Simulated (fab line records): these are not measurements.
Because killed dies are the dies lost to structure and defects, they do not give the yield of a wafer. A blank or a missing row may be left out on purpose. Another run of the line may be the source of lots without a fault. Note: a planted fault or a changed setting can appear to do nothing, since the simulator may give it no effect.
Which tool is to blame? ; flow nand-harc ; 23 lots with 69 wafers sampled at 6 steps, on a route of 1302 steps

WHAT EACH GAUGE READ, for each wafer
The record holds no reading of a measuring or inspecting step that can be judged against a usual standard deviation.

WHAT TOOL EACH LOT RAN ON (gives the tool, then ch and the chambers of the sampled wafers, and finally the start)
lot;NHARC_A_STAIRCASE_ETCH_452;NHARC_A_STAIRCASE_STRIP_295;NHARC_A_STAIRCASE_DEP_301;NHARC_A_STAIRCASE_DEP_322;NHARC_A_STAIRCASE_DEP_471;NHARC_A_SGD_CUT_DESCUM_14
L074;rie-diel-12 ch 0,2,3, day 17 03:31 or earlier;rie-diel-12 ch 1,3, day 17 03:31 or earlier;pecvd-04 ch 1,2, day 17 03:31;pecvd-03 ch 1,2, day 18 12:04;pecvd-02 ch 0,1, day 19 14:59;rie-diel-06 ch 0,1, day 19 16:28
L075;rie-diel-05 ch 1,2,3, day 17 03:31 or earlier;rie-diel-05 ch 0,1,2, day 17 03:31 or earlier;pecvd-02 ch 0,1,2, day 17 03:31;pecvd-04 ch 1,2, day 18 12:04;pecvd-04 ch 0,1, day 19 13:55;rie-diel-08 ch 0,1,2, day 19 15:29
L076;rie-diel-05 ch 0,2,3, day 17 22:08 or earlier;rie-diel-05 ch 0,2,3, day 17 22:08 or earlier;pecvd-02 ch 0,1,2, day 17 22:08;pecvd-03 ch 0,2, day 18 23:30;pecvd-02 ch 0,1,2, day 20 02:18;rie-diel-06 ch 1,2,3, day 20 03:54
L078;rie-diel-09 ch 1,2, day 18 04:14 or earlier;rie-diel-09 ch 1,2,3, day 18 04:14 or earlier;pecvd-03 ch 0,1, day 18 04:14;pecvd-02 ch 0,1, day 19 08:08;pecvd-03 ch 0,1, day 20 08:37;rie-diel-06 ch 1,3, day 20 10:04
L077;rie-diel-09 ch 1,2,3, day 18 11:02 or earlier;rie-diel-09 ch 0,1, day 18 11:02 or earlier;pecvd-03 ch 0,1,2, day 18 11:02;pecvd-03 ch 0,2, day 19 08:02;pecvd-02 ch 0,1,2, day 20 08:46;rie-diel-08 ch 0,1,2, day 20 10:20
L079;rie-diel-09 ch 1,2,3, day 19 03:46 or earlier;rie-diel-09 ch 0,1,3, day 19 03:46 or earlier;pecvd-02 ch 0,1, day 19 03:46;pecvd-03 ch 0,2, day 20 03:53;pecvd-04 ch 0,2, day 21 02:06;rie-diel-03 ch 0,2,3, day 21 03:40
L080;rie-diel-09 ch 0,2, day 19 13:54 or earlier;rie-diel-09 ch 0,1,3, day 19 13:54 or earlier;pecvd-03 ch 0,1,2, day 19 13:54;pecvd-03 ch 0,1,2, day 20 14:04;pecvd-02 ch 0,2, day 21 13:59;rie-diel-06 ch 2,3, day 21 15:34
L081;rie-diel-05 ch 1,2,3, day 20 03:18 or earlier;rie-diel-05 ch 0,1,2, day 20 03:18 or earlier;pecvd-03 ch 0,2, day 20 03:18;pecvd-04 ch 1,2, day 21 05:41;pecvd-03 ch 0,2, day 22 08:04;rie-diel-08 ch 1,2,3, day 22 09:41
L082;rie-diel-05 ch 1,2, day 20 06:47 or earlier;rie-diel-05 ch 2,3, day 20 06:47 or earlier;pecvd-03 ch 0,1,2, day 20 06:47;pecvd-03 ch 0,1,2, day 21 05:52;pecvd-02 ch 0,1,2, day 22 08:32;rie-diel-03 ch 2,3, day 22 10:08
L085;rie-diel-12 ch 2,3, day 21 09:07 or earlier;rie-diel-12 ch 0,1, day 21 09:07 or earlier;pecvd-04 ch 1,2, day 21 09:07;pecvd-04 ch 0,1, day 22 08:53;pecvd-02 ch 0,1,2, day 23 10:56;rie-diel-06 ch 1,2, day 23 16:20
L084;rie-diel-09 ch 1,2,3, day 21 09:34 or earlier;rie-diel-09 ch 0,3, day 21 09:34 or earlier;pecvd-04 ch 0,2, day 21 09:34;pecvd-02 ch 0,1,2, day 22 09:00;pecvd-02 ch 0,2, day 23 07:42;rie-diel-06 ch 0,1, day 23 09:06
L086;rie-diel-09 ch 0,1,3, day 22 07:18 or earlier;rie-diel-09 ch 2,3, day 22 07:18 or earlier;pecvd-04 ch 0,1,2, day 22 07:18;pecvd-03 ch 0,2, day 23 08:47;pecvd-02 ch 1,2, day 24 07:23;rie-diel-03 ch 0,2,3, day 24 08:50
L087;rie-diel-05 ch 0,3, day 23 06:03 or earlier;rie-diel-05 ch 0,2, day 23 06:03 or earlier;pecvd-02 ch 0,1,2, day 23 06:03;pecvd-04 ch 0,1,2, day 24 08:18;pecvd-04 ch 0,1,2, day 25 06:34;rie-diel-06 ch 0,2, day 25 08:02
L089;rie-diel-05 ch 2,3, day 23 07:54 or earlier;rie-diel-05 ch 0,2,3, day 23 07:54 or earlier;pecvd-03 ch 1,2, day 23 07:54;pecvd-03 ch 0,2, day 24 08:12;pecvd-02 ch 0,1, day 25 07:58;rie-diel-03 ch 0,2,3, day 25 09:34
L088;rie-diel-05 ch 0,2,3, day 23 09:45 or earlier;rie-diel-05 ch 1,2,3, day 23 09:45 or earlier;pecvd-02 ch 0,2, day 23 09:45;pecvd-02 ch 0,1, day 24 08:17;pecvd-04 ch 0,2, day 25 07:38;rie-diel-08 ch 0,1, day 25 09:14
L090;rie-diel-09 ch 0,1,2, day 23 21:07 or earlier;rie-diel-09 ch 1,3, day 23 21:07 or earlier;pecvd-04 ch 0,1, day 23 21:07;pecvd-04 ch 0,1,2, day 24 20:33;pecvd-03 ch 1,2, day 25 19:22;rie-diel-08 ch 0,1,2, day 25 20:53
L091;rie-diel-05 ch 0,2,3, day 24 05:46 or earlier;rie-diel-05 ch 0,1,2, day 24 05:46 or earlier;pecvd-02 ch 1,2, day 24 05:46;pecvd-02 ch 0,2, day 25 06:46;pecvd-02 ch 0,1,2, day 26 11:21;rie-diel-03 ch 2,3, day 26 12:53
L092;rie-diel-12 ch 1,2,3, day 24 17:30 or earlier;rie-diel-12 ch 0,2,3, day 24 17:30 or earlier;pecvd-03 ch 0,1,2, day 24 17:30;pecvd-03 ch 1,2, day 25 19:51;pecvd-02 ch 0,2, day 27 02:34;rie-diel-08 ch 1,2,3, day 27 04:19
L093;rie-diel-05 ch 1,2,3, day 24 20:49 or earlier;rie-diel-05 ch 1,3, day 24 20:49 or earlier;pecvd-02 ch 0,1,2, day 24 20:49;pecvd-04 ch 0,2, day 25 20:02;pecvd-04 ch 0,1,2, day 27 01:46;rie-diel-06 ch 0,1,2, day 27 03:19
L094;rie-diel-09 ch 0,1,3, day 25 00:37 or earlier;rie-diel-09 ch 0,1,3, day 25 00:37 or earlier;pecvd-04 ch 0,2, day 25 00:37;pecvd-04 ch 0,1, day 26 04:25;pecvd-02 ch 0,1,2, day 27 01:33;rie-diel-03 ch 0,1,3, day 27 03:07
L096;rie-diel-12 ch 0,1, day 25 23:04 or earlier;rie-diel-12 ch 0,1,3, day 25 23:04 or earlier;pecvd-03 ch 0,1, day 25 23:04;pecvd-02 ch 0,1,2, day 27 03:27;pecvd-04 ch 0,1,2, day 28 04:38;rie-diel-06 ch 0,2,3, day 28 06:11
L095;rie-diel-12 ch 1,2, day 26 03:23 or earlier;rie-diel-12 ch 1,2, day 26 03:23 or earlier;pecvd-03 ch 0,1,2, day 26 03:23;pecvd-03 ch 0,1,2, day 27 03:43;pecvd-02 ch 0,1,2, day 28 04:28;rie-diel-08 ch 0,2,3, day 28 05:51
L097;rie-diel-12 ch 0,2,3, day 27 00:01 or earlier;rie-diel-12 ch 1,2, day 27 00:01 or earlier;pecvd-02 ch 0,1,2, day 27 00:01;pecvd-03 ch 0,1, day 28 02:20;pecvd-02 ch 0,1,2, day 29 06:15;rie-diel-03 ch 0,1,3, day 29 07:49
- NHARC_A_STAIRCASE_ETCH_452: etches the open film in CF4/O2, target depth 30 nm, overetch 3 nm, time 16.5 s.
- NHARC_A_STAIRCASE_STRIP_295: strips in O2.
- NHARC_A_STAIRCASE_DEP_301: deposits SiON, target thk 30 nm.
- NHARC_A_STAIRCASE_DEP_322: deposits SiO2, target thk 7200 nm.
- NHARC_A_STAIRCASE_DEP_471: deposits SiO2, target thk 100 nm.
- NHARC_A_SGD_CUT_DESCUM_14: chemistry O2, time 3 s.

AS READ BY THE TOOLS THEMSELVES (means over the sampled wafers that have a number; for cases with no such wafer, the mark the record gives instead)
NHARC_A_STAIRCASE_ETCH_452. Usual: drypump-motor-current-A 5.8 A, standard deviation 0.5; oes-product-au 1.003 a.u., standard deviation 0.013; rf-vpp-V 197.9 V, standard deviation 1.5; showerhead-plenum-p-Torr 1.34 Torr, standard deviation 0.059; throttle-valve-pct 13.396 %, standard deviation 0.0097.
lot;tool;drypump-motor-current-A (A);oes-product-au (a.u.);rf-vpp-V (V);showerhead-plenum-p-Torr (Torr);throttle-valve-pct (%);flag
L074;rie-diel-12;5.6;1.003;198.1;1.35;13.388;
L075;rie-diel-05;5.7;1.004;196.8;1.29;13.413;
L076;rie-diel-05;5.8;0.986;197.6;1.32;13.397;
L078;rie-diel-09;6.1;0.990;199.9;1.42;13.399;
L077;rie-diel-09;6.0;1.007;198.4;1.40;13.400;
L079;rie-diel-09;6.0;1.003;198.6;1.39;13.399;
L080;rie-diel-09;6.1;0.993;198.9;1.37;13.391;
L081;rie-diel-05;5.7;0.994;196.5;1.29;13.391;
L082;rie-diel-05;5.8;0.992;197.0;1.28;13.401;
L085;rie-diel-12;5.3;1.003;197.1;1.29;13.389;
L084;rie-diel-09;6.0;0.995;199.0;1.39;13.387;
L086;rie-diel-09;6.0;0.997;197.8;1.34;13.397;
L087;rie-diel-05;5.3;0.992;196.5;1.30;13.405;
L089;rie-diel-05;6.2;1.010;196.3;1.30;13.400;
L088;rie-diel-05;5.8;1.001;197.7;1.31;13.393;
L090;rie-diel-09;6.1;0.996;197.7;1.36;13.383;
L091;rie-diel-05;5.8;1.006;197.8;1.31;13.390;
L092;rie-diel-12;5.3;1.009;198.2;1.35;13.403;
L093;rie-diel-05;5.8;1.011;196.9;1.28;13.399;
L094;rie-diel-09;6.0;1.005;197.6;1.33;13.392;
L096;rie-diel-12;5.5;1.013;199.9;1.41;13.395;
L095;rie-diel-12;5.4;1.007;199.0;1.37;13.402;
L097;rie-diel-12;5.6;1.003;197.9;1.34;13.394;

NHARC_A_STAIRCASE_STRIP_295. Usual: drypump-motor-current-A 5.8 A, standard deviation 0.5; oes-product-au 1.002 a.u., standard deviation 0.013; rf-vpp-V 57.9 V, standard deviation 1; showerhead-plenum-p-Torr 3.54 Torr, standard deviation 0.15; throttle-valve-pct 17.036 %, standard deviation 0.0099.
lot;tool;drypump-motor-current-A (A);oes-product-au (a.u.);rf-vpp-V (V);showerhead-plenum-p-Torr (Torr);throttle-valve-pct (%);flag
L074;rie-diel-12;5.1;1.004;57.2;3.50;17.042;
L075;rie-diel-05;5.8;1.002;57.9;3.48;17.027;
L076;rie-diel-05;5.8;0.990;57.9;3.48;17.034;
L078;rie-diel-09;6.0;1.000;58.2;3.68;17.027;
L077;rie-diel-09;6.1;1.007;58.2;3.49;17.036;
L079;rie-diel-09;6.0;1.015;57.4;3.55;17.031;
L080;rie-diel-09;6.0;1.008;57.9;3.54;17.044;
L081;rie-diel-05;5.8;1.006;57.6;3.47;17.034;
L082;rie-diel-05;6.2;1.000;57.2;3.44;17.034;
L085;rie-diel-12;5.5;1.016;57.9;3.75;17.039;
L084;rie-diel-09;5.9;1.011;57.7;3.48;17.041;
L086;rie-diel-09;5.9;0.988;58.2;3.61;17.043;
L087;rie-diel-05;5.8;1.018;57.9;3.53;17.037;
L089;rie-diel-05;5.8;0.992;57.5;3.46;17.040;
L088;rie-diel-05;5.8;0.995;57.1;3.40;17.028;
L090;rie-diel-09;5.9;0.984;58.2;3.58;17.031;
L091;rie-diel-05;5.8;1.004;57.3;3.46;17.038;
L092;rie-diel-12;5.6;1.007;58.3;3.53;17.033;
L093;rie-diel-05;5.3;1.005;57.7;3.36;17.036;
L094;rie-diel-09;6.0;0.996;57.9;3.52;17.035;
L096;rie-diel-12;5.5;1.002;58.1;3.59;17.033;
L095;rie-diel-12;5.3;1.014;58.4;3.69;17.051;
L097;rie-diel-12;5.3;1.017;57.7;3.69;17.042;

NHARC_A_STAIRCASE_DEP_301. Usual: heater-power-outer-w 483 W, standard deviation 71; heater-power-w 784 W, standard deviation 86; susceptor-temp-C 399.96 C, standard deviation 0.24.
lot;tool;heater-power-outer-w (W);heater-power-w (W);susceptor-temp-C (C);flag
L074;pecvd-04;474;778;399.97;
L075;pecvd-02;482;757;400.05;
L076;pecvd-02;509;798;400.05;
L078;pecvd-03;472;775;399.97;
L077;pecvd-03;470;774;399.89;
L079;pecvd-02;460;723;399.91;
L080;pecvd-03;476;798;399.97;
L081;pecvd-03;432;751;400.00;
L082;pecvd-03;452;775;400.19;
L085;pecvd-04;498;815;400.11;
L084;pecvd-04;561;888;400.15;
L086;pecvd-04;527;847;399.97;
L087;pecvd-02;498;784;399.81;
L089;pecvd-03;436;748;400.11;
L088;pecvd-02;400;702;399.97;
L090;pecvd-04;524;823;399.92;
L091;pecvd-02;524;789;399.66;
L092;pecvd-03;466;776;400.07;
L093;pecvd-02;499;790;399.94;
L094;pecvd-04;588;933;399.90;
L096;pecvd-03;433;723;400.03;
L095;pecvd-03;434;741;399.65;
L097;pecvd-02;485;747;400.00;

NHARC_A_STAIRCASE_DEP_322. Usual: heater-power-outer-w 401 W, standard deviation 73; heater-power-w 683 W, standard deviation 92; susceptor-temp-C 400.01 C, standard deviation 0.21.
lot;tool;heater-power-outer-w (W);heater-power-w (W);susceptor-temp-C (C);flag
L074;pecvd-03;335;618;399.92;
L075;pecvd-04;432;728;399.93;
L076;pecvd-03;409;713;400.06;
L078;pecvd-02;425;669;399.82;
L077;pecvd-03;348;655;400.01;
L079;pecvd-03;402;703;400.06;
L080;pecvd-03;378;660;400.03;
L081;pecvd-04;391;667;400.33;
L082;pecvd-03;328;599;400.06;
L085;pecvd-04;437;720;400.06;
L084;pecvd-02;373;629;400.08;
L086;pecvd-03;427;747;399.97;
L087;pecvd-04;433;715;399.96;
L089;pecvd-03;426;772;400.16;
L088;pecvd-02;454;682;400.10;
L090;pecvd-04;464;758;400.04;
L091;pecvd-02;358;653;399.79;
L092;pecvd-03;344;600;400.13;
L093;pecvd-04;483;785;400.11;
L094;pecvd-04;464;757;399.93;
L096;pecvd-02;408;659;399.85;
L095;pecvd-03;343;618;399.94;
L097;pecvd-03;383;673;399.94;

NHARC_A_STAIRCASE_DEP_471. Usual: heater-power-outer-w 343 W, standard deviation 80; heater-power-w 589 W, standard deviation 83; susceptor-temp-C 400.05 C, standard deviation 0.19; throttle-valve-pct 15.8 %, standard deviation 0.48.
lot;tool;heater-power-outer-w (W);heater-power-w (W);susceptor-temp-C (C);throttle-valve-pct (%);flag
L074;pecvd-02;411;644;399.91;15.8;
L075;pecvd-04;339;590;399.80;16.4;
L076;pecvd-02;368;616;400.12;15.6;
L078;pecvd-03;323;575;400.09;15.9;
L077;pecvd-02;358;605;400.08;15.7;
L079;pecvd-04;456;742;400.10;16.2;
L080;pecvd-02;276;524;399.81;16.1;
L081;pecvd-03;282;556;400.02;15.7;
L082;pecvd-02;309;542;400.02;15.8;
L085;pecvd-02;346;579;400.07;15.8;
L084;pecvd-02;287;553;400.05;15.8;
L086;pecvd-02;363;628;400.02;15.3;
L087;pecvd-04;342;603;400.11;16.0;
L089;pecvd-02;346;572;400.00;16.3;
L088;pecvd-04;391;650;400.07;16.3;
L090;pecvd-03;303;575;399.99;15.5;
L091;pecvd-02;365;602;399.90;15.8;
L092;pecvd-02;296;533;400.24;16.3;
L093;pecvd-04;386;646;400.07;16.0;
L094;pecvd-02;325;541;400.05;15.8;
L096;pecvd-04;336;585;400.17;15.8;
L095;pecvd-02;372;602;400.13;15.9;
L097;pecvd-02;316;525;400.02;16.0;

NHARC_A_SGD_CUT_DESCUM_14. Usual: drypump-motor-current-A 5.8 A, standard deviation 0.44; oes-product-au 0.998 a.u., standard deviation 0.011; rf-vpp-V 57.8 V, standard deviation 0.94; showerhead-plenum-p-Torr 1.90 Torr, standard deviation 0.086; throttle-valve-pct 11.311 %, standard deviation 0.0091.
lot;tool;drypump-motor-current-A (A);oes-product-au (a.u.);rf-vpp-V (V);showerhead-plenum-p-Torr (Torr);throttle-valve-pct (%);flag
L074;rie-diel-06;5.8;0.998;57.2;1.98;11.305;
L075;rie-diel-08;5.8;0.998;56.8;1.83;11.315;
L076;rie-diel-06;6.1;1.000;58.2;1.90;11.316;
L078;rie-diel-06;5.8;0.997;58.6;1.96;11.319;
L077;rie-diel-08;5.8;1.003;56.7;1.83;11.313;
L079;rie-diel-03;5.5;1.002;57.3;2.00;11.315;
L080;rie-diel-06;6.4;1.002;58.0;1.84;11.301;
L081;rie-diel-08;5.8;0.986;57.9;1.83;11.314;
L082;rie-diel-03;5.3;0.981;58.6;2.01;11.312;
L085;rie-diel-06;6.0;1.002;58.1;1.93;11.313;
L084;rie-diel-06;5.8;0.995;58.3;1.96;11.315;
L086;rie-diel-03;5.5;0.998;57.6;2.00;11.312;
L087;rie-diel-06;6.4;0.995;58.0;1.86;11.311;
L089;rie-diel-03;5.5;0.998;58.0;2.00;11.306;
L088;rie-diel-08;6.0;1.010;57.7;1.78;11.314;
L090;rie-diel-08;5.8;1.000;56.1;1.83;11.314;
L091;rie-diel-03;5.3;0.996;58.3;2.00;11.306;
L092;rie-diel-08;5.8;1.002;56.7;1.83;11.306;
L093;rie-diel-06;6.1;0.997;58.4;1.92;11.306;
L094;rie-diel-03;5.5;1.007;58.1;1.94;11.314;
L096;rie-diel-06;6.2;0.991;57.8;1.88;11.309;
L095;rie-diel-08;5.8;0.989;57.8;1.83;11.312;
L097;rie-diel-03;5.5;0.998;57.4;1.94;11.307;

THE ANSWER, worked out from the rows above alone
Rule: a lot counts as off when the mean over its wafers that have a number is more than 3 standard deviations away from the usual mean. Also off: a lot with no number at a reading for which 4 or more lots have one. All remaining lots with rows at the step are treated as sound. First the gauges in route order, then the tools' own readings, where a lot's mean is used as printed above. At the first step where some lot is off, the reading lying furthest off is the one used; lots without a number count as furthest.
None of the lots is off at any reading shown; this tells nothing.

WHAT THE SIMULATOR PUT IN
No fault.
